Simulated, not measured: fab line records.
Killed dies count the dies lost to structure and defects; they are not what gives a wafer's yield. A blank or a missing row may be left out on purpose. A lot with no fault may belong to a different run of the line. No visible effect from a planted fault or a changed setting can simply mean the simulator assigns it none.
fab line records ; flow n5Finfet
record lots=4; wafers=12; lastDay=17
route steps=1938 shown FIN_SAQP@106 BEOL_M4@1111 PASSIVATION@1936
lots untouched by any fault: they come from a run of this same line in which no faults occurred
startH: hours from the record's opening day to when the first of the lot's shown wafers began ; waitH: hours elapsed since this lot's preceding step ; " same as the row above ; L1.1+2: one row covering several wafers at once ; - no value present, or no start provided ; * or withheld: withheld ; < > ~ a bound
route shown NAME@n: a module of which the file shows steps, and the number in the route of the first ; usual: average and standard deviation across the fault-free wafers ; same: alike in all rows ; chamber/n: place in a boat ; sites: each site's reading ; _std_site: standard deviation across them ; _edge_site: the outer-site mean with the inner-site mean subtracted ; radiusMm: how far each site lies from the wafer's centre ; mask NAME#n: copy n ; behind: the tool/chamber that last shaped the wafer ; hold: cause of the lot's hold/its duration in hours/its outcome ; device: the n, p or np transistor that did not switch ; end of line: the same wafers' tests at the end of the route ; step lacking rows: just its recipe ; killed: at the first sort, the dies lost to defects and structure; wafer yield is something else ; map: a wafer's dies, x killed, . not, _ none there
set.NAME: the setting the step ran with; set.NAME@STEP: the setting that earlier step ran with ; model.NAME: the simulator's own value behind a step, which no gauge read
lots at some steps of the route; a table a step, a row a wafer
services: from which hour (startH, from the record's first day; less than 0 if before it) a tool's chamber was out of use, for how many hours, and why
## steps
# step N5_FIN_SAQP_EBR_12
# recipe solvent=PGMEA; ebrWidthMm=1.5
# step N5_FIN_SAQP_SOFTBAKE_11
# recipe tempC=110; timeS=60; resist=CAR-ArF
# step N5_FIN_SAQP_EXPOSE_13
# recipe maskId=FIN_CORE; na=1.35; sourceShape=dipole; sigmaInner=0.538; sigmaOuter=0.738; polarization=te; targetCdNm=35.6; doseMj=63.25
# step N5_FIN_SAQP_PEB_14
# recipe pebTempC=withheld; pebTimeS=60; resist=CAR-ArF
# step N5_FIN_SAQP_DEVELOP_15
# recipe developTimeS=30; developer=TMAH; resist=CAR-ArF; devTempC=23; rinseLiquid=diw; dry=airSpin
# step N5_FIN_SAQP_DESCUM_21
# recipe chemistry=O2; timeS=7.9; sourcePowerW=50; biasPowerW=20; pressureMtorr=20; rfFrequencyHz=2.712e+07; tempC=40; resist=CAR-ArF; o2FlowSccm=225
# step N5_FIN_SAQP_ETCH_51
# recipe chemistry=CF4; target=SiARC; targetDepthA=455; maskMaterial=CAR-ArF; timeS=75.8; ionEnergyEv=80; pressureMtorr=40; sourceW=545; biasW=36; Ar_flow_sccm=100; cf4FlowSccm=100; ends=cleared
# step N5_FIN_SAQP_ETCH_52
# recipe chemistry=N2/H2; target=SOC; targetDepthA=1000; overetchA=200; maskMaterial=SiARC; tempC=40; timeS=150; ionEnergyEv=200; pressureMtorr=30; sourceW=840; biasW=150; n2FlowSccm=200; h2FlowSccm=200; ends=endPoint
# step N5_FIN_SAQP_STRIP_53
# recipe chemistry=N2/H2; tempC=40; n2FlowSccm=200; h2FlowSccm=200; rfFrequencyHz=6e+07
# step N5_FIN_SAQP_HM_OPEN_73
# recipe chemistry=CHF3/O2; target=SiO2; stopOn=a-Si; targetDepthA=120; overEtchFrac=1.8; maskMaterial=SOC; timeS=16.8; pressureMtorr=30; sourceW=650; biasW=170; Ar_flow_sccm=200; CHF3_flow_sccm=50; O2_flow_sccm=5; ionEnergyEv=200; ends=endPoint
# usual CHF3_flow_sccm=50.03/0.16; O2_flow_sccm=5.000/0.016; drypumpMotorCurrentA=5.4/0.55; mfcArSccm=200.0/0.59; oesProductAu=0.44/0.039; rfVppV=526/15; showerheadPlenumPTorr=2.38/0.073; throttleValvePct=18.80/0.25
lot.wafer;tool;chamber;startH;waitH;CHF3_flow_sccm;O2_flow_sccm;drypumpMotorCurrentA;mfcArSccm;oesProductAu;rfHoursCounterH;rfVppV;showerheadPlenumPTorr;throttleValvePct;model.SiARC_of_FIN_SAQP_COAT_50.thkNm
L239.1;rieDiel-01;0;22.77;0.0;50.07;4.969;4.9;198.8;0.42;216;549;2.39;18.90;4.771
L239.2;rieDiel-01;3;22.77;0.0;49.79;5.018;4.8;200.6;0.42;196;529;2.37;18.50;4.982
L239.6;rieDiel-01;0;22.77;0.0;50.31;4.975;4.9;199.9;0.42;-;547;2.39;18.92;4.573
L257.1;rieDiel-01;3;132.45;0.0;-;-;-;-;-;-;-;-;-;29.33
L257.4;rieDiel-01;2;132.45;0.0;-;-;-;-;-;-;-;-;-;29.79
L257.6;rieDiel-01;1;132.45;0.0;-;-;-;-;-;-;-;-;-;29.33
L258.1;rieDiel-01;2;137.48;0.0;-;-;-;-;-;-;-;-;-;29.7
L258.2;rieDiel-01;1;137.48;0.0;-;-;-;-;-;-;-;-;-;29.36
L258.4;rieDiel-01;0;137.48;0.0;-;-;-;-;-;-;-;-;-;29.01
L261.1;rieDiel-05;0;154.93;0.0;49.99;5.003;6.0;199.8;0.57;4;530;2.36;18.32;4.415
L261.2;rieDiel-05;2;154.93;0.0;49.80;5.006;5.2;199.3;0.50;58;528;2.45;18.43;4.506
L261.4;rieDiel-05;1;154.93;0.0;50.20;5.011;6.5;200.6;0.45;164;528;2.33;18.93;6.599
# step N5_FIN_SAQP_STRIP_74
# recipe chemistry=CHF3/O2; resist=SiARC; rfFrequencyHz=6e+07
# step N5_FIN_SAQP_MANDREL_ETCH_22
# recipe targetDepthA=600; chemistry=HBr/Cl2; target=a-Si; stopOn=SiNx; btTimeS=10; overEtchFrac=0.5; timeS=30; pressureMtorr=10; icpW=800; biasW=75; HBr_flow_sccm=150; Cl2_flow_sccm=80; ends=endPoint
# usual drypumpMotorCurrentA=5.94/0.3; heBacksideLeakSccm=2.9/0.33; mfcCl2Sccm=80.00/0.25; oesProductAu=0.772/0.012; throttleValvePct=35.6/0.49
lot.wafer;tool;chamber;startH;waitH;drypumpMotorCurrentA;heBacksideLeakSccm;mfcCl2Sccm;oesProductAu;rfHoursCounterH;throttleValvePct
L239.1;rieSi-04;1;22.86;0.0;5.85;3.0;80.35;0.767;177;35.1
L239.2;rieSi-04;0;22.86;0.0;6.38;2.7;80.29;0.776;108;36.3
L239.6;rieSi-04;1;22.86;0.0;5.86;3.1;80.28;0.767;-;35.1
L257.1;rieSi-04;0;132.53;0.0;6.39;2.8;79.64;0.314;110;37.3
L257.4;rieSi-04;3;132.53;0.0;5.76;2.5;80.37;0.306;15;36.4
L257.6;rieSi-04;2;132.53;0.0;5.18;2.4;79.59;0.297;-;36.6
L258.1;rieSi-01;2;137.57;0.0;6.55;3.3;79.42;0.309;127;36.4
L258.2;rieSi-01;0;137.57;0.0;5.87;2.9;80.26;0.306;79;36.8
L258.4;rieSi-01;1;137.57;0.0;5.94;2.9;80.30;0.317;106;36.3
L261.1;rieSi-01;3;155.02;0.0;5.74;3.0;79.87;0.780;104;36.4
L261.2;rieSi-01;0;155.02;0.0;5.87;3.2;79.49;0.764;79;35.8
L261.4;rieSi-01;2;155.02;0.0;6.59;3.3;80.16;0.797;127;35.4
# step N5_FIN_SAQP_STRIP_55
# recipe chemistry=N2/H2; powerW=500; tempC=40; pressureMtorr=50; rfFrequencyHz=6e+07; overashFraction=0.3; biasPowerW=28; h2Frac=0.5; n2FlowSccm=300; h2FlowSccm=300
# step N5_FIN_SAQP_STRIP_23
# recipe chemistry=SPM; timeS=750; tempC=130; h2so4H2o2VolRatio=4
# step N5_FIN_SAQP_SRD_66
# recipe dry=ipaMarangoni; timeS=30; tempC=23; rinseLiquid=diw
# step N5_FIN_SAQP_RECESS_75
# recipe chemistry=HF/NH3; target=SiO2; targetDepthA=144; afsCycles=3; tempC=30; sublimationTempC=180; sublimationTimeS=60
# step N5_FIN_SAQP_SPACER1_ALD_24
# recipe material=SiO2; targetThkA=203; tempC=300; aldPrecursorFamily=BDEAS; aldCoReactant=O2-plasma; pulseTimeS=1; purgeTimeS=2; coReactantPurgeTimeS=2; aldCycles=218; pressureTorr=2
# step N5_FIN_SAQP_SPACER1_ETCHBACK_25
# recipe chemistry=CHF3/O2; mode=anisotropicEtchback; target=SiO2; targetDepthA=244; timeS=12.2; pressureMtorr=30; sourceW=650; biasW=170; Ar_flow_sccm=200; CHF3_flow_sccm=50; O2_flow_sccm=5; ionEnergyEv=200
# step N5_FIN_SAQP_MANDREL1_REMOVE_56
# recipe chemistry=HBr/Cl2/O2; btTimeS=10; target=a-Si; stopOn=SiNx; endpoint=OES-SiCl; overEtchFrac=1; icpW=600; biasW=22; HBr_flow_sccm=150; Cl2_flow_sccm=80; O2_flow_sccm=5; pressureMtorr=10
# usual drypumpMotorCurrentA=5.9/0.35; heBacksideLeakSccm=2.8/0.31; mfcCl2Sccm=80.00/0.24; oesProductAu=1.008/0.014; throttleValvePct=37.0/0.47
lot.wafer;tool;chamber;startH;waitH;drypumpMotorCurrentA;heBacksideLeakSccm;mfcCl2Sccm;oesProductAu;rfHoursCounterH;throttleValvePct
L239.1;rieSi-01;3;24.52;0.1;5.7;3.1;80.10;1.010;102;37.8
L239.2;rieSi-01;1;24.52;0.1;6.0;2.8;80.45;1.007;104;36.7
L239.6;rieSi-01;0;24.52;0.1;5.9;3.1;80.17;1.006;-;37.2
L257.1;rieSi-03;0;134.17;0.1;6.2;2.3;79.57;0.384;88;37.5
L257.4;rieSi-03;1;134.17;0.1;5.8;2.7;79.99;0.386;95;36.3
L257.6;rieSi-03;0;134.17;0.1;6.2;2.3;79.92;0.388;-;37.4
L258.1;rieSi-03;2;139.18;0.1;5.8;3.0;80.12;0.372;154;36.3
L258.2;rieSi-03;3;139.18;0.1;5.8;2.9;80.25;0.370;117;37.1
L258.4;rieSi-03;0;139.18;0.1;6.2;2.4;80.15;0.376;88;37.5
L261.1;rieSi-03;0;156.74;0.1;6.2;2.4;80.19;1.005;89;37.5
L261.2;rieSi-03;2;156.74;0.1;5.8;3.0;79.68;1.000;154;36.3
L261.4;rieSi-03;3;156.74;0.1;5.8;2.5;79.98;0.974;118;37.1
# step N5_FIN_SAQP_CD_MEAS_27
# recipe targetCdNm=20; landingEnergyEv=1000; detector=seInlens; polarity=line
# usual cdNm=20.32/0.27
lot.wafer;tool;chamber;startH;waitH;cdNm
L239.1;cdSem-01;0;24.63;0.1;20.23
L239.2;cdSem-01;0;24.63;0.1;19.93
L239.6;cdSem-01;0;24.63;0.1;20.65
L257.1;cdSem-01;0;134.28;0.1;-
L257.4;cdSem-01;0;134.28;0.1;-
L257.6;cdSem-01;0;134.28;0.1;-
L258.1;cdSem-01;0;139.29;0.1;-
L258.2;cdSem-01;0;139.29;0.1;-
L258.4;cdSem-01;0;139.29;0.1;-
L261.1;cdSem-01;0;156.85;0.1;20.66
L261.2;cdSem-01;0;156.85;0.1;20.28
L261.4;cdSem-01;0;156.85;0.1;20.68
# step N5_FIN_SAQP_ETCH_57
# recipe chemistry=CH3F/O2; target=SiNx; maskMaterial=SiO2; targetDepthA=325; timeS=46.4; pressureMtorr=30; sourceW=395; biasW=73; Ar_flow_sccm=150; CH3F_flow_sccm=30; O2_flow_sccm=20; ionEnergyEv=120; ends=cleared
# step N5_BEOL_M4_RC_MEAS_101
# usual DIBL_N=36.8/2.2; DIBL_P=37.1/2.8; IOFF_N=0.17/0.04; IOFF_P=0.22/0.049; ION_N=672/16; ION_P=460/9.2; SS_N=71.6/0.69; SS_P=73.5/0.78; VT_N=249/3.6; VT_P=-250/3.9
lot.wafer;tool;chamber;startH;waitH;DIBL_N[mV/V];DIBL_P[mV/V];IOFF_N[nA/um];IOFF_P[nA/um];ION_N[uA/um];ION_P[uA/um];SS_N[mV/dec];SS_P[mV/dec];VT_N[mV];VT_P[mV]
L239.1;prober-01;0;158.57;0.0;39.2;38.3;0.20;0.22;666;451;72.8;74.1;248;-253
L239.2;prober-01;0;158.57;0.0;38.9;38.0;0.20;0.22;691;468;71.9;73.4;245;-251
L239.6;prober-01;0;158.57;0.0;38.0;37.4;0.19;0.21;694;462;71.5;73.3;247;-253
L261.1;prober-02;0;302.84;0.0;39.3;41.7;0.25;0.29;699;467;72.4;74.8;246;-249
L261.2;prober-02;0;302.84;0.0;34.7;37.2;0.15;0.22;696;471;71.4;73.1;246;-250
L261.4;prober-02;0;302.84;0.0;34.2;35.6;0.14;0.18;671;461;71.9;73.4;250;-253
# step N5_PASSIVATION_PROBE_49
# usual killed_at_M0_to_M3=35/11; killed_at_M4_up=13/5.7; killedAtContacts=12/5.7; killedAtFrontEnd=40/11; killedAtOther=4/4.4; killedDies=105/18; killedOnRim=14/3.9; killedOpen=68/14; killedShort=34/7.4
# same grossDies=1180; killedAtBackSide=0
lot.wafer;tool;chamber;startH;waitH;killed_at_M0_to_M3;killed_at_M4_up;killedAtContacts;killedAtFrontEnd;killedAtOther;killedDies;killedOnRim;killedOpen;killedShort
L257.1;prober-01;-;383.10;0.0;34;14;18;1113;1;1180;152;66;28
L257.4;prober-01;-;383.25;0.2;31;15;8;1126;0;1180;152;82;36
L257.6;prober-01;-;383.35;0.3;21;15;12;1130;2;1180;152;54;31
L258.1;prober-01;-;391.88;0.0;52;9;16;1100;3;1180;152;70;35
L258.2;prober-01;-;391.93;0.1;47;13;6;1114;0;1180;152;51;38
L258.4;prober-01;-;392.03;0.2;68;12;15;1083;2;1180;152;78;47
# killed by level:class
L257.1 FIN_SAQP:areaOpen=1085 MOL_CONTACT_COAG:geometricParticle:open=15 BEOL_M0_SAQP:geometricParticle:open=10 FIN_SAQP:geometricParticle:short=6 BEOL_M1:geometricParticle:open=6 BEOL_M2:geometricParticle:open=6 BEOL_M0_SAQP:geometricParticle:short=5 BEOL_M0:geometricParticle:open=4
L257.4 FIN_SAQP:areaOpen=1060 FIN_SAQP:geometricParticle:open=33 FIN_SAQP:geometricParticle:short=14 BEOL_M1:geometricParticle:open=8 MOL_CONTACT_COAG:geometricParticle:open=7 BEOL_M0_SAQP:geometricParticle:open=7 BEOL_M0_SAQP:geometricParticle:short=7 BEOL_M4:geometricParticle:open=7
L257.6 FIN_SAQP:areaOpen=1095 FIN_SAQP:geometricParticle:open=9 MOL_CONTACT_COAG:geometricParticle:open=8 FIN_SAQP:geometricParticle:short=7 BEOL_M0_SAQP:geometricParticle:open=6 GATE_CUT:geometricParticle:short=5 BEOL_M2:geometricParticle:open=5 BEOL_M4:geometricParticle:open=5
L258.1 FIN_SAQP:areaOpen=1075 BEOL_M0_SAQP:geometricParticle:short=17 MOL_CONTACT_COAG:geometricParticle:open=16 BEOL_M2:geometricParticle:open=12 DUMMY_GATE:geometricParticle:open=8 BEOL_M0_SAQP:geometricParticle:open=7 BEOL_M1:geometricParticle:open=7 FIN_SAQP:geometricParticle:open=4
L258.2 FIN_SAQP:areaOpen=1091 BEOL_M0_SAQP:geometricParticle:short=15 BEOL_M0_SAQP:geometricParticle:open=12 BEOL_M4:geometricParticle:short=9 BEOL_M3:geometricParticle:open=8 DUMMY_GATE:geometricParticle:open=6 MOL_CONTACT_COAG:geometricParticle:open=6 BEOL_M2:geometricParticle:open=4
L258.4 FIN_SAQP:areaOpen=1055 BEOL_M0_SAQP:geometricParticle:short=17 BEOL_M0_SAQP:geometricParticle:open=16 BEOL_M2:geometricParticle:open=11 MOL_CONTACT_COAG:geometricParticle:open=10 BEOL_M1:geometricParticle:open=10 FIN_SAQP:geometricParticle:open=7 BEOL_M4:geometricParticle:short=7
# map L257.1 (x killed, . not)
_________________xxxxxxxxxxxx________________
______________xxxxxxxxxxxxxxxxxx_____________
___________xxxxxxxxxxxxxxxxxxxxxxxx__________
__________xxxxxxxxxxxxxxxxxxxxxxxxxx_________
________xxxxxxxxxxxxxxxxxxxxxxxxxxxxxx_______
_______xxxxxxxxxxxxxxxxxxxxxxxxxxxxxxxx______
______xxxxxxxxxxxxxxxxxxxxxxxxxxxxxxxxxx_____
_____xxxxxxxxxxxxxxxxxxxxxxxxxxxxxxxxxxxx____
____xxxxxxxxxxxxxxxxxxxxxxxxxxxxxxxxxxxxxx___
___xxxxxxxxxxxxxxxxxxxxxxxxxxxxxxxxxxxxxxxx__
___xxxxxxxxxxxxxxxxxxxxxxxxxxxxxxxxxxxxxxxx__
__xxxxxxxxxxxxxxxxxxxxxxxxxxxxxxxxxxxxxxxxxx_
__xxxxxxxxxxxxxxxxxxxxxxxxxxxxxxxxxxxxxxxxxx_
_xxxxxxxxxxxxxxxxxxxxxxxxxxxxxxxxxxxxxxxxxxxx
_xxxxxxxxxxxxxxxxxxxxxxxxxxxxxxxxxxxxxxxxxxxx
_xxxxxxxxxxxxxxxxxxxxxxxxxxxxxxxxxxxxxxxxxxxx
_xxxxxxxxxxxxxxxxxxxxxxxxxxxxxxxxxxxxxxxxxxxx
_xxxxxxxxxxxxxxxxxxxxxxxxxxxxxxxxxxxxxxxxxxxx
_xxxxxxxxxxxxxxxxxxxxxxxxxxxxxxxxxxxxxxxxxxxx
_xxxxxxxxxxxxxxxxxxxxxxxxxxxxxxxxxxxxxxxxxxxx
_xxxxxxxxxxxxxxxxxxxxxxxxxxxxxxxxxxxxxxxxxxxx
__xxxxxxxxxxxxxxxxxxxxxxxxxxxxxxxxxxxxxxxxxx_
__xxxxxxxxxxxxxxxxxxxxxxxxxxxxxxxxxxxxxxxxxx_
___xxxxxxxxxxxxxxxxxxxxxxxxxxxxxxxxxxxxxxxx__
___xxxxxxxxxxxxxxxxxxxxxxxxxxxxxxxxxxxxxxxx__
____xxxxxxxxxxxxxxxxxxxxxxxxxxxxxxxxxxxxxx___
_____xxxxxxxxxxxxxxxxxxxxxxxxxxxxxxxxxxxx____
______xxxxxxxxxxxxxxxxxxxxxxxxxxxxxxxxxx_____
_______xxxxxxxxxxxxxxxxxxxxxxxxxxxxxxxx______
________xxxxxxxxxxxxxxxxxxxxxxxxxxxxxx_______
__________xxxxxxxxxxxxxxxxxxxxxxxxxx_________
___________xxxxxxxxxxxxxxxxxxxxxxxx__________
______________xxxxxxxxxxxxxxxxxx_____________
_________________xxxxxxxxxxxx________________
# map L258.1 (x killed, . not)
_________________xxxxxxxxxxxx________________
______________xxxxxxxxxxxxxxxxxx_____________
___________xxxxxxxxxxxxxxxxxxxxxxxx__________
__________xxxxxxxxxxxxxxxxxxxxxxxxxx_________
________xxxxxxxxxxxxxxxxxxxxxxxxxxxxxx_______
_______xxxxxxxxxxxxxxxxxxxxxxxxxxxxxxxx______
______xxxxxxxxxxxxxxxxxxxxxxxxxxxxxxxxxx_____
_____xxxxxxxxxxxxxxxxxxxxxxxxxxxxxxxxxxxx____
____xxxxxxxxxxxxxxxxxxxxxxxxxxxxxxxxxxxxxx___
___xxxxxxxxxxxxxxxxxxxxxxxxxxxxxxxxxxxxxxxx__
___xxxxxxxxxxxxxxxxxxxxxxxxxxxxxxxxxxxxxxxx__
__xxxxxxxxxxxxxxxxxxxxxxxxxxxxxxxxxxxxxxxxxx_
__xxxxxxxxxxxxxxxxxxxxxxxxxxxxxxxxxxxxxxxxxx_
_xxxxxxxxxxxxxxxxxxxxxxxxxxxxxxxxxxxxxxxxxxxx
_xxxxxxxxxxxxxxxxxxxxxxxxxxxxxxxxxxxxxxxxxxxx
_xxxxxxxxxxxxxxxxxxxxxxxxxxxxxxxxxxxxxxxxxxxx
_xxxxxxxxxxxxxxxxxxxxxxxxxxxxxxxxxxxxxxxxxxxx
_xxxxxxxxxxxxxxxxxxxxxxxxxxxxxxxxxxxxxxxxxxxx
_xxxxxxxxxxxxxxxxxxxxxxxxxxxxxxxxxxxxxxxxxxxx
_xxxxxxxxxxxxxxxxxxxxxxxxxxxxxxxxxxxxxxxxxxxx
_xxxxxxxxxxxxxxxxxxxxxxxxxxxxxxxxxxxxxxxxxxxx
__xxxxxxxxxxxxxxxxxxxxxxxxxxxxxxxxxxxxxxxxxx_
__xxxxxxxxxxxxxxxxxxxxxxxxxxxxxxxxxxxxxxxxxx_
___xxxxxxxxxxxxxxxxxxxxxxxxxxxxxxxxxxxxxxxx__
___xxxxxxxxxxxxxxxxxxxxxxxxxxxxxxxxxxxxxxxx__
____xxxxxxxxxxxxxxxxxxxxxxxxxxxxxxxxxxxxxx___
_____xxxxxxxxxxxxxxxxxxxxxxxxxxxxxxxxxxxx____
______xxxxxxxxxxxxxxxxxxxxxxxxxxxxxxxxxx_____
_______xxxxxxxxxxxxxxxxxxxxxxxxxxxxxxxx______
________xxxxxxxxxxxxxxxxxxxxxxxxxxxxxx_______
__________xxxxxxxxxxxxxxxxxxxxxxxxxx_________
___________xxxxxxxxxxxxxxxxxxxxxxxx__________
______________xxxxxxxxxxxxxxxxxx_____________
_________________xxxxxxxxxxxx________________
## services
tool;chamber;startH;hours;kind
rieSi-04;-;-0.08;0.4;repair
rieDiel-05;2;8.48;9.6;repair
rieDiel-01;-;10.68;2.8;pm
rieDiel-05;0;12.06;4.0;repair
rieDiel-05;1;39.10;2.4;repair
rieSi-03;0;66.87;4.5;repair
rieDiel-05;-;71.46;0.8;repair
rieSi-01;-;82.68;14.6;pm
rieDiel-01;-;102.19;4.3;pm
rieDiel-01;2;107.31;5.2;repair
rieSi-03;2;112.81;2.1;repair
rieDiel-01;-;114.81;14.6;pm
rieDiel-05;0;119.05;-;clean
rieDiel-05;0;119.05;-;consumableReplace:focusRing
rieDiel-05;0;119.05;23.4;scheduledDown
rieDiel-05;0;119.05;23.4;ventCycle
rieDiel-05;2;120.99;4.6;repair
rieDiel-01;0;141.86;-;clean
rieDiel-01;0;141.86;-;consumableReplace:focusRing
rieDiel-01;0;141.86;13.6;scheduledDown
rieDiel-01;0;141.86;13.6;ventCycle
## key
firstSign step=N5_FIN_SAQP_HM_OPEN_73; reading=toolRecord; direction=missing
effect step=N5_FIN_SAQP_MANDREL_ETCH_22; reading=oesProductAu; direction=down; sigmas=38; usual=0.772; struck=0.308
effect step=N5_FIN_SAQP_MANDREL1_REMOVE_56; reading=oesProductAu; direction=down; sigmas=46; usual=1.008; struck=0.379
effect step=N5_FIN_SAQP_CD_MEAS_27; reading=cdNm; direction=missing
effect step=N5_PASSIVATION_PROBE_49; reading=killedAtFrontEnd; direction=up; sigmas=97; usual=40; struck=1111
modelEffect step=N5_FIN_SAQP_HM_OPEN_73; value=SiARC_of_FIN_SAQP_COAT_50.thkNm; without=6.12; struck=29.42
moreKillsBornAt N5_FIN_SAQP_HM_OPEN_73@rieDiel-01=6461
metAt N5_FIN_SAQP_HM_OPEN_73
struckWafers L257.1,L257.4,L257.6,L258.1,L258.2,L258.4
laterRowsLeftOut L257.1,L257.4,L257.6,L258.1,L258.2,L258.4
testerLeftOut L257,L258
onsetBetween 22.77 132.45
fault kind=skippedStepWhole; tool=rieDiel-01; chamber=-; onsetH=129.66; steps=N5_FIN_SAQP_HM_OPEN_73; scope=struckLotsOnly
# testerLeftOut: of these lots the tester's yield and bins aren't shown, on N5 and GAA mostly nor the transistor test; their killed dies are dies lost to structure and defects alone, not to doping, threshold or leakage, so they don't give the yield
# laterRowsLeftOut: the simulator's readings of these wafers behind a module that went badly wrong aren't trusted and aren't shown, but for the sort
